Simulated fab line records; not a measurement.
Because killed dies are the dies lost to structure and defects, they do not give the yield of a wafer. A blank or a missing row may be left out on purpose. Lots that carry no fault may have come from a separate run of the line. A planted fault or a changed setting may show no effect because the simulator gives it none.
One fault seen from 2 desks -- flow n5_finfet -- each desk has only its own numbers; what lay behind them comes last

== DESK OF THE TOOL OWNER: pvd_sputter-02 ==
The tool's own readings at N5_BEOL_M3_SPUTTER_79 (material Cu, target thk 4.5 nm, time 8.29 s): means of the sampled wafers that have a number, for each lot that ran on this tool. Any lot whose mean is over 4 standard deviations away from the usual mean is out of limits and marked OUT; that distance is given in the brackets.
Columns: A = chamber_pressure_pa at N5_BEOL_M3_SPUTTER_79, usual 0.06999 Pa; B = chuck_gas_flow_sccm at N5_BEOL_M3_SPUTTER_79, usual 1.26 sccm; C = chuck_sensor_temp_C at N5_BEOL_M3_SPUTTER_79, usual -16.0 C; D = throttle_valve_pct at N5_BEOL_M3_SPUTTER_79, usual 29.9 %
lot,first seen here,A,B,C,D
L514,day 8 12:28,0.07004,1.21,-16.2,29.1
L519,day 9 20:19,0.07001,1.28,-15.7,29.2
L531,day 12 15:03,0.07007,1.30,-15.8,29.0
L530,day 13 00:00,0.06994,1.30,-16.2,29.3
This desk found nothing out of limits on any of the 4 lots.

== FROM THE METROLOGY DESK ==
What the gauges read for every lot (on any tool): the sampled wafers with a number, averaged. Any lot whose mean is over 4 standard deviations away from the usual mean is out of limits and marked OUT; that distance is given in the brackets. Readings shown: 7 of its 11, picked as those furthest out on some lot.
Columns: A = DIBL_N at N5_BEOL_M4_RC_MEAS_101, usual 36.2 mV/V; B = IOFF_P at N5_BEOL_M4_RC_MEAS_101, usual 0.22 nA/um; C = ION_N at N5_BEOL_M4_RC_MEAS_101, usual 672 uA/um; D = ION_P at N5_BEOL_M4_RC_MEAS_101, usual 463 uA/um; E = SS_N at N5_BEOL_M4_RC_MEAS_101, usual 71.4 mV/dec; F = SS_P at N5_BEOL_M4_RC_MEAS_101, usual 73.2 mV/dec; G = VT_P at N5_BEOL_M4_RC_MEAS_101, usual -250 mV
lot,first seen here,A,B,C,D,E,F,G
L510,day 7 05:33,36.1,0.17,664,449,71.4,72.9,-255
L514,day 8 10:54,36.8,0.19,671,461,71.5,72.4,-250
L519,day 9 17:27,37.3,0.25,678,469,71.6,73.3,-246
L527,day 11 17:30,35.5,0.20,669,463,71.6,73.0,-251
L524,day 11 17:56,34.7,0.17,664,453,70.9,72.7,-256
L526,day 11 22:15,34.6,0.19,656,457,71.1,72.8,-251
L531,day 12 14:04,35.6,0.20,665,458,71.4,73.1,-249
L530,day 12 22:58,38.8,0.22,660,460,71.6,73.0,-249
L532,day 13 14:20,34.7,0.19,670,465,70.5,72.3,-251
L533,day 14 01:28,36.6,0.22,678,468,72.0,73.1,-248
This desk found nothing out of limits on any of the 10 lots.

== TAKEN TOGETHER ==
The desk of the tool owner found nothing out of limits.
From the metrology desk's view, nothing was out of limits.

== WHAT THE SIMULATOR PUT IN ==
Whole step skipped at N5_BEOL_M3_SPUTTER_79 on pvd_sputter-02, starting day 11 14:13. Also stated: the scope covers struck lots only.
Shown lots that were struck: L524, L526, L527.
